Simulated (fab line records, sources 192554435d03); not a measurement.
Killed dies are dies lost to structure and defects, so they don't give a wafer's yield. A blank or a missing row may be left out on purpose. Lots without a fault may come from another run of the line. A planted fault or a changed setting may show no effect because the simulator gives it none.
Split-lot experiment | flow n5_finfet | 4 lots, 21 wafers read, on a route of 1938 steps

THE SPLIT
At N5_BEOL_M8_ILD_DEP_00 (deposits SiCOH lowk from DEMS/porogen, target thk 179.75 nm, time 33.4 s), the setting time_s was moved away from the recipe's 33.4 s on 9 of the 21 wafers read, by -11.3% to +3.8%. The other wafers ran this setting at the recipe's value.

FROM THE SPLIT TO THE READING: what the file shows between them, 1 step
- N5_BEOL_M8_CURE_74: cures SiCOH lowk, time 240 s

THE READING
M8_ILD_THK, in nm, at N5_BEOL_M8_THK_MEAS_01. Fault-free wafers of this fab line usually give 155.9 nm, standard deviation 2.1 nm.

wafer  | tool, chamber at the split | time_s as run, s | against the recipe | M8_ILD_THK, nm | against lot-mates on the recipe
L077.1 | pecvd-04, 1                | 29.63            | -11.3%             | 136.4          | -21.8
L077.2 | pecvd-04, 0                | 29.63            | -11.3%             | 139.7          | -18.5
L077.3 | pecvd-04, 0                | 33.4             | recipe             | 159.5          | -
L077.4 | pecvd-04, 1                | 33.4             | recipe             | 156.1          | -
L077.5 | pecvd-04, 0                | 33.4             | recipe             | 158.9          | -
L077.6 | pecvd-04, 1                | 29.63            | -11.3%             | 137.9          | -20.3
L084.1 | pecvd-04, 2                | 33.4             | recipe             | 155.9          | -
L084.2 | pecvd-04, 0                | 30.71            | -8.1%              | 144.0          | -10.1
L084.3 | pecvd-04, 1                | 33.4             | recipe             | 150.6          | -
L084.4 | pecvd-04, 2                | 30.71            | -8.1%              | 146.8          | -7.3
L084.5 | pecvd-04, 1                | 30.71            | -8.1%              | 144.8          | -9.3
L084.6 | pecvd-04, 0                | 33.4             | recipe             | 155.7          | -
L083.4 | pecvd-04, 2                | 33.4             | recipe             | 158.6          | -
L083.5 | pecvd-04, 0                | 33.4             | recipe             | 158.0          | -
L083.6 | pecvd-04, 1                | 33.4             | recipe             | 155.6          | -
L089.1 | pecvd-01, 1                | 33.4             | recipe             | 152.6          | -
L089.2 | pecvd-01, 0                | 34.68            | +3.8%              | 161.5          | +5.1
L089.3 | pecvd-01, 2                | 34.68            | +3.8%              | 160.1          | +3.7
L089.4 | pecvd-01, 1                | 34.68            | +3.8%              | 161.2          | +4.8
L089.5 | pecvd-01, 0                | 33.4             | recipe             | 158.9          | -
L089.6 | pecvd-01, 2                | 33.4             | recipe             | 157.8          | -

THE FIT
A straight line over all 21 wafers: M8_ILD_THK changes by +1.51 nm for each +1% of time_s; r = +0.96; the points scatter about the line by 2.3 nm.
The same after taking each lot's own level away (the mean of its wafers on the recipe; 21 wafers): +1.52 nm for each +1%; r = +0.95; scatter 2.6 nm.
On that fit, the largest move of time_s shifts the reading by 17 nm.
The lots' own levels span 154.07 to 158.17 nm, that is 2.0 times the standard deviation above.
So the lot-to-lot level changes the slope little: the two slopes agree.
Check: with one of the wafers moved furthest among these (-11.3%) left out of the fit, the line predicts -16.1 nm for it against its lot-mates. It came out at -21.8 nm against them.

OTHER SPLITS ON THESE WAFERS
These wafers also went through other splits before the reading. Each is held against what the fit with the lots' levels taken away leaves over:
other split on the same wafers | wafers away from the commonest value | r with M8_ILD_THK (lot level and that fit taken away)
N5_BEOL_M7_ETCH_61 source_w    | 9                                    | +0.12
N5_BEOL_M7_COAT_22 spin_rpm    | 6                                    | -0.11

THE WHOLE CHAIN: every reading that the file lists as answering this split, in the file's order
step                   | what it does                                                             | reading                                                                                  | change (the file's fit)              | r (the file's)
N5_BEOL_M8_ILD_DEP_00  | deposits SiCOH lowk from DEMS/porogen, target thk 179.75 nm, time 33.4 s | SiCOH_lowk_of_BEOL_M8_ILD_DEP_00.thk_nm (the simulator's own value, which no gauge read) | +1.75 nm for each +1% of the setting | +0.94
N5_BEOL_M8_CURE_74     | cures SiCOH lowk, time 240 s                                             | SiCOH_lowk_of_BEOL_M8_ILD_DEP_00.thk_nm (the simulator's own value, which no gauge read) | +1.53 nm for each +1% of the setting | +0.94
N5_BEOL_M8_THK_MEAS_01 |                                                                          | M8_ILD_THK                                                                               | +1.53 for each +1% of the setting    | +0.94

THE FILE'S OWN FIT
M8_ILD_THK changes by +1.53 nm for each +1% of time_s, r = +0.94.
